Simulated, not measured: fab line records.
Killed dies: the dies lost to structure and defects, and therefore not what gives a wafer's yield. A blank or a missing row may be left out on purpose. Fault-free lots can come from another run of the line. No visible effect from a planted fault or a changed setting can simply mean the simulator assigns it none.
fab line records	flow nand-harc
[record] lots = 12	wafers = 36	last-day = 33
route steps=1302 shown A_ONON_D2@569 A_CHANNEL_HOLE_D2@583 END@1302
lots untouched by any fault: they come from a run of this same line in which no faults occurred
start-h: the number of hours between the record's first day and the start of the first shown wafer of the lot	wait-h: time in hours since the lot's previous step	" identical to the entry in the row above	L1.1+2: one row covering several wafers at once	- no value, or no start given	* or withheld: withheld	< > ~ a bound
route shown NAME@n: NAME is a module with steps in the file, n the number in the route of the first one	usual: the fault-free wafers' mean and standard deviation	same: alike in all rows	chamber/n: place in a boat	sites: the reading at each site	_std_site: the values' standard deviation	_edge_site: outer sites' mean less inner sites'	radius-mm: for every site, how far away it sits from the centre of the wafer	mask NAME#n: copy n	behind: the tool/chamber that last shaped the wafer	hold: why the lot went on hold/how many hours it stayed there/how the hold came to an end	device: transistor that didn't switch, given as n, p or np	end of line: the route-end tests of the same wafers	step lacking rows: just its recipe	killed: dies that structure and defects cost at the first sort, which is not the same as the wafer's yield	map: dies across one wafer; x = killed, . = not, _ = none there
set.NAME: setting as actually run; set.NAME@STEP: the setting as run at that earlier step	model.NAME: the simulator's own value behind a step, which no gauge read
a sample of lots followed through the steps of the route, with each step as a table and each wafer as a row
services: when a tool's chamber went out of use (start-h, in hours from the record's first day, below 0 if earlier), for how many hours, and the reason
[[steps]]
[step NHARC_A_ONON_D2_INSPECT_32]
[usual] raw-defect-count = 439/180
lot.wafer	tool	chamber	start-h	wait-h	raw-defect-count
L627.2	defect-inspect-02	-	276.51	0.0	383
L627.5	"	-	"	"	398
L627.6	"	-	"	"	378
L628.1	defect-inspect-02	-	297.54	0.0	204
L628.3	"	-	"	"	321
L628.5	"	-	"	"	383
L629.2	defect-inspect-02	-	297.60	0.0	1054
L629.4	"	-	"	"	326
L629.5	"	-	"	"	394
L630.2	defect-inspect-02	-	311.77	0.0	364
L630.3	"	-	"	"	409
L630.6	"	-	"	"	501
L631.1	defect-inspect-02	-	322.81	0.0	378
L631.2	"	-	"	"	482
L631.3	"	-	"	"	851
L632.2	defect-inspect-01	-	335.90	0.0	572
L632.4	"	-	"	"	316
L632.6	"	-	"	"	293
L634.1	defect-inspect-02	-	364.49	0.0	233
L634.4	"	-	"	"	244
L634.6	"	-	"	"	176
L638.1	defect-inspect-02	-	392.49	0.0	366
L638.2	"	-	"	"	479
L638.6	"	-	"	"	381
L645.2	defect-inspect-01	-	464.25	0.0	741
L645.5	"	-	"	"	690
L645.6	"	-	"	"	725
L648.2	defect-inspect-02	-	493.42	0.0	306
L648.3	"	-	"	"	361
L648.6	"	-	"	"	527
L649.2	defect-inspect-01	-	504.69	0.0	478
L649.3	"	-	"	"	456
L649.5	"	-	"	"	624
L650.3	defect-inspect-01	-	517.86	0.0	252
L650.5	"	-	"	"	390
L650.6	"	-	"	"	338
[step NHARC_A_CHANNEL_HOLE_D2_OVL_MEAS_11]
[usual] overlay-x-nm = 0.4/0.95	overlay-y-nm = 0.1/0.72
lot.wafer	tool	chamber	start-h	wait-h	overlay-x-nm	overlay-y-nm
L627.2	overlay-02	-	279.43	-	-0.9	-0.3
L627.5	"	-	"	"	-1.3	-0.5
L627.6	"	-	"	"	-1.1	-0.3
L628.1	overlay-02	-	301.04	-	2.3	1.2
L628.3	"	-	"	"	1.8	0.6
L628.5	"	-	"	"	1.9	1.0
L629.2	overlay-02	-	302.97	-	1.1	-0.1
L629.4	"	-	"	"	0.5	0.3
L629.5	"	-	"	"	0.5	0.0
L630.2	overlay-02	-	314.96	-	-0.5	0.8
L630.3	"	-	"	"	0.0	1.0
L630.6	"	-	"	"	-0.7	1.2
L631.1	overlay-01	-	327.15	-	2.2	0.2
L631.2	"	-	"	"	2.3	0.6
L631.3	"	-	"	"	1.9	0.7
L632.2	overlay-01	-	338.60	-	-0.9	0.1
L632.4	"	-	"	"	-0.6	0.3
L632.6	"	-	"	"	-0.9	0.5
L634.1	overlay-01	-	367.39	-	0.8	-0.6
L634.4	"	-	"	"	1.0	0.3
L634.6	"	-	"	"	0.7	-0.2
L638.1	overlay-01	-	395.87	-	1.8	-0.6
L638.2	"	-	"	"	1.4	-1.5
L638.6	"	-	"	"	1.2	-0.4
L645.2	overlay-01	-	470.43	-	1.5	0.2
L645.5	"	-	"	"	1.3	-0.1
L645.6	"	-	"	"	0.9	-0.1
L648.2	overlay-02	-	497.66	-	1.0	0.1
L648.3	"	-	"	"	0.8	-0.1
L648.6	"	-	"	"	0.4	-0.1
L649.2	overlay-01	-	507.75	-	-0.6	1.1
L649.3	"	-	"	"	-0.6	1.5
L649.5	"	-	"	"	-0.2	1.4
L650.3	overlay-02	-	522.91	-	0.5	0.2
L650.5	"	-	"	"	0.1	0.4
L650.6	"	-	"	"	0.0	0.4
[step NHARC_A_CHANNEL_HOLE_D2_ETCH_34]
[recipe] target-depth-a = 1540	time-s = 77	cf4-flow-sccm = 100	chf3-flow-sccm = 30	ar-flow-sccm = 0	rf-w = 500	bias-w = 200	chemistry = CF4/CHF3
[usual] drypump-motor-current-A = 5.7/0.43	oes-product-au = 0.960/0.022	rf-vpp-V = 370.2/2.8	showerhead-plenum-p-Torr = 1.56/0.08	throttle-valve-pct = 16.802/0.0088
lot.wafer	tool	chamber	start-h	wait-h	drypump-motor-current-A	oes-product-au	rf-hours-counter-h	rf-vpp-V	showerhead-plenum-p-Torr	throttle-valve-pct
L627.2	rie-diel-13	3	-	-	5.9	0.949	4.3	368.3	1.49	16.797
L627.5	"	0	"	"	6.1	0.942	-	367.2	1.50	16.816
L627.6	"	1	"	"	5.7	0.962	-	372.6	1.65	16.797
L628.1	rie-diel-08	3	-	-	4.9	0.964	5.1	370.9	1.56	16.801
L628.3	"	0	"	"	5.5	0.964	5.4	369.3	1.52	16.800
L628.5	"	1	"	"	5.8	0.964	-	374.8	1.68	16.797
L629.2	rie-diel-09	2	-	-	5.5	0.921	11.1	367.0	1.47	16.811
L629.4	"	1	"	"	5.2	0.917	9.3	370.8	1.61	16.788
L629.5	"	3	"	"	6.5	0.902	-	372.8	1.63	16.795
L630.3	rie-diel-08	0	-	-	5.5	0.984	6.3	369.0	1.52	16.788
L630.2	"	3	"	"	5.0	0.954	6.0	369.4	1.56	16.810
L630.6	"	0	"	"	5.5	0.991	-	369.0	1.52	16.821
L631.1	rie-diel-13	3	-	-	5.9	0.932	7.0	368.4	1.49	16.799
L631.3	"	0	"	"	6.1	0.937	7.3	369.5	1.50	16.786
L631.2	"	1	"	"	5.7	0.940	6.2	372.0	1.65	16.789
L632.2	rie-diel-09	2	-	-	5.5	0.982	0.4	367.1	1.47	16.809
L632.4	"	0	"	"	6.0	0.969	0.4	367.9	1.50	16.814
L632.6	"	2	"	"	5.5	0.997	-	366.1	1.47	16.807
L634.4	rie-diel-09	2	-	-	5.5	0.954	2.2	365.7	1.47	16.791
L634.1	"	1	"	"	5.2	0.969	2.7	371.1	1.61	16.795
L634.6	"	3	"	"	6.6	0.961	-	372.4	1.63	16.804
L638.2	rie-diel-08	3	-	-	4.9	0.967	0.6	370.8	1.56	16.801
L638.1	"	0	"	"	5.5	0.977	0.7	368.6	1.52	16.795
L638.6	"	0	"	"	5.5	0.977	-	367.8	1.52	16.802
L645.2	rie-diel-08	2	-	-	5.5	0.972	4.6	377.1	1.68	16.809
L645.6	"	1	"	"	5.8	0.981	-	374.6	1.68	16.789
L645.5	"	2	"	"	5.4	0.974	-	375.3	1.68	16.808
L648.3	rie-diel-08	3	-	-	5.0	0.967	6.1	369.5	1.55	16.804
L648.2	"	1	"	"	5.8	1.003	6.0	374.3	1.68	16.796
L648.6	"	0	"	"	5.5	0.981	-	368.7	1.51	16.797
L649.3	rie-diel-08	0	-	-	5.5	0.985	7.0	369.2	1.51	16.806
L649.2	"	1	"	"	5.8	0.981	7.0	372.5	1.68	16.803
L649.5	"	1	"	"	5.8	0.988	-	373.7	1.68	16.794
L650.3	rie-diel-09	3	-	-	6.6	0.967	1.5	370.6	1.62	16.805
L650.5	"	2	"	"	5.5	0.960	-	366.7	1.46	16.785
L650.6	"	3	"	"	6.6	0.964	-	372.3	1.62	16.821
[step NHARC_A_CHANNEL_HOLE_D2_ETCH_16]
[recipe] target-depth-a = 31000	over-etch-frac = 0.3	time-s = 806	ion-energy-ev = 150	o2-flow-sccm = 400	cos-flow-sccm = 20	ar-flow-sccm = 0	rf-w = 500	bias-w = 300	chemistry = O2/COS
[usual] drypump-motor-current-A = 5.6/0.43	oes-product-au = 1.002/0.011	rf-vpp-V = 314.0/2.4	showerhead-plenum-p-Torr = 3.11/0.16	throttle-valve-pct = 28.330/0.0095
lot.wafer	tool	chamber	start-h	wait-h	drypump-motor-current-A	oes-product-au	rf-hours-counter-h	rf-vpp-V	showerhead-plenum-p-Torr	throttle-valve-pct
L627.2	rie-diel-13	0	280.22	-	6.1	0.997	4.6	313.6	2.98	28.343
L627.5	"	1	"	"	5.7	1.004	-	317.8	3.27	28.334
L627.6	"	2	"	"	5.2	1.010	-	311.2	2.91	28.324
L628.1	rie-diel-08	3	301.73	-	5.0	0.986	5.2	313.6	3.09	28.303
L628.3	"	0	"	"	5.5	0.998	5.5	312.5	3.01	28.338
L628.5	"	2	"	"	5.5	1.000	-	316.9	3.34	28.328
L629.2	rie-diel-09	2	303.59	-	5.5	1.000	11.3	313.9	2.91	28.332
L629.4	"	0	"	"	5.9	0.991	10.5	311.2	2.98	28.339
L629.5	"	3	"	"	6.5	0.983	-	316.7	3.23	28.332
L630.3	rie-diel-08	3	315.64	-	5.0	1.006	6.2	312.4	3.09	28.327
L630.2	"	1	"	"	5.8	1.003	6.5	317.7	3.34	28.316
L630.6	"	2	"	"	5.5	1.014	-	316.0	3.34	28.330
L631.1	rie-diel-13	3	327.78	-	5.9	0.976	7.1	311.6	2.95	28.335
L631.2	"	1	"	"	5.6	0.984	6.3	316.1	3.27	28.326
L631.3	"	2	"	"	5.2	1.009	6.1	311.5	2.91	28.328
L632.4	rie-diel-09	2	339.34	-	5.6	0.998	0.5	311.5	2.91	28.338
L632.2	"	3	"	"	6.6	1.009	0.5	316.7	3.23	28.320
L632.6	"	1	"	"	5.2	0.998	-	314.2	3.19	28.326
L634.1	rie-diel-09	2	368.01	-	5.5	1.015	2.3	312.4	2.91	28.334
L634.4	"	0	"	"	5.9	1.012	2.3	310.4	2.98	28.332
L634.6	"	2	"	"	5.5	1.005	-	311.9	2.91	28.316
L638.2	rie-diel-08	0	396.61	-	5.5	0.875	0.8	313.0	3.01	28.329
L638.1	"	1	"	"	5.8	1.013	0.7	319.1	3.34	28.327
L638.6	"	3	"	"	5.0	1.007	-	313.6	3.09	28.346
L645.2	rie-diel-08	1	471.11	-	5.8	1.021	4.3	316.6	3.34	28.319
L645.5	"	0	"	"	5.5	1.005	-	312.9	3.00	28.334
L645.6	"	1	"	"	5.8	1.028	-	315.0	3.34	28.320
L648.2	rie-diel-08	1	498.28	-	5.8	1.019	6.1	318.1	3.34	28.337
L648.3	"	3	"	"	5.0	1.024	6.3	312.6	3.08	28.323
L648.6	"	1	"	"	5.8	1.026	-	315.5	3.34	28.325
L649.3	rie-diel-08	1	508.38	-	5.8	1.022	7.1	318.2	3.34	28.313
L649.2	"	2	"	"	5.5	1.012	7.2	317.1	3.33	28.315
L649.5	"	2	"	"	5.5	1.022	-	316.4	3.33	28.331
L650.3	rie-diel-09	2	523.54	-	5.5	0.984	2.4	310.4	2.91	28.330
L650.6	"	2	"	"	5.5	0.978	-	312.1	2.91	28.338
L650.5	"	3	"	"	6.5	0.986	-	315.7	3.22	28.330
[step NHARC_END_SORT_01]
[recipe] temp-c = 25
[usual] killed-at-array = 53/19	killed-at-other = 0.7/1.1	killed-at-periphery = 4.2/2.7	killed-dies = 58/18	killed-open = 3.1/1.9	killed-short = 2.5/1.6
[same] gross-dies = 677
lot.wafer	tool	chamber	start-h	wait-h	killed-at-array	killed-at-other	killed-at-periphery	killed-dies	killed-open	killed-short
L638.1	prober-02	0	670.22	2.5	62	0	2	64	4	1
L638.2	prober-02	0	671.02	2.8	163	0	1	164	3	2
L638.6	prober-02	0	674.21	4.0	43	2	2	47	7	3
// killed by level:class
L638.1 A_SLIT:chamber-film-flake=26 A_CHANNEL_HOLE_D2:chamber-film-flake=22 A_CHANNEL_HOLE_D1:chamber-film-flake=5 A_M0:geometric-particle:open=2 A_STAIRCASE:chamber-film-flake=2 A_CONTACT:chamber-film-flake=2 P_CONTACT:geometric-particle:open=1 A_ONON_D1:geometric-particle:open=1
L638.2 A_CHANNEL_HOLE_D2:area-etch=101 A_SLIT:chamber-film-flake=37 A_CHANNEL_HOLE_D2:chamber-film-flake=15 A_ONON_D1:geometric-particle:short=1 A_ONON_D2:geometric-particle:short=1 A_ONON_D2:geometric-particle:open=1 A_SGD_CUT:geometric-particle:open=1 A_BLC:geometric-particle:open=1
L638.6 A_SLIT:chamber-film-flake=20 A_CHANNEL_HOLE_D2:chamber-film-flake=6 A_BONDPAD:chamber-film-flake=3 A_WL_FILL:geometric-particle:open=2 A_STAIRCASE:chamber-film-flake=2 P_CONTACT:geometric-particle:open=1 A_SOURCE_PLATE:geometric-particle:short=1 A_CHANNEL_HOLE_D1:geometric-particle:short=1
[[services]]
tool	chamber	start-h	hours	kind
rie-diel-08	0	273.62	-	clean
rie-diel-08	1	273.62	-	clean
rie-diel-08	2	273.62	-	clean
rie-diel-08	3	273.62	-	clean
rie-diel-09	2	283.09	1.7	repair
rie-diel-09	2	297.40	4.5	repair
rie-diel-08	0	298.12	-	clean
rie-diel-08	1	298.12	-	clean
rie-diel-08	2	298.12	-	clean
rie-diel-08	3	298.12	-	clean
rie-diel-09	-	320.10	9.0	pm
rie-diel-08	-	328.04	0.8	repair
rie-diel-13	-	342.01	9.0	pm
rie-diel-08	1	350.06	6.4	repair
rie-diel-08	-	368.24	9.0	pm
rie-diel-09	-	412.56	0.1	repair
rie-diel-09	2	432.76	7.1	repair
rie-diel-08	1	457.69	7.4	repair
rie-diel-13	3	459.30	23.3	repair
rie-diel-13	0	477.46	19.5	repair
rie-diel-09	3	493.69	24.5	repair
rie-diel-09	-	497.10	9.0	pm
rie-diel-09	0	511.05	5.9	repair
rie-diel-13	-	519.01	9.0	pm
[[key]]
[first-sign] step = NHARC_A_CHANNEL_HOLE_D2_ETCH_16	reading = oes-product-au	direction = down	sigmas = 12	usual = 1.002	struck = 0.875
[effect] step = NHARC_END_SORT_01	reading = killed-at-array	direction = up	sigmas = 5.9	usual = 53	struck = 163
[more-kills-born-at] NHARC_A_CHANNEL_HOLE_D2_ETCH_16@rie-diel-08 = 101
met-at NHARC_A_CHANNEL_HOLE_D2_ETCH_16
struck-lots L638
struck-wafers L638.2
tester-left-out L638
not-acting-at NHARC_A_ONON_D2_INSPECT_32,NHARC_A_CHANNEL_HOLE_D2_OVL_MEAS_11,NHARC_A_CHANNEL_HOLE_D2_ETCH_34
onset-between 301.73 396.61
[fault] kind = process-parameter-drift	tool = rie-diel-08	chamber = 0	onset-h = 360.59	steps = NHARC_A_CHANNEL_HOLE_D2_ETCH_16	channel = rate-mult	offset = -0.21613	shape = step	end-h = 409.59
// tester-left-out: of these lots the tester's yield and bins aren't shown, on N5 and GAA mostly nor the transistor test; their killed dies are dies lost to structure and defects alone, not to doping, threshold or leakage, so they don't give the yield
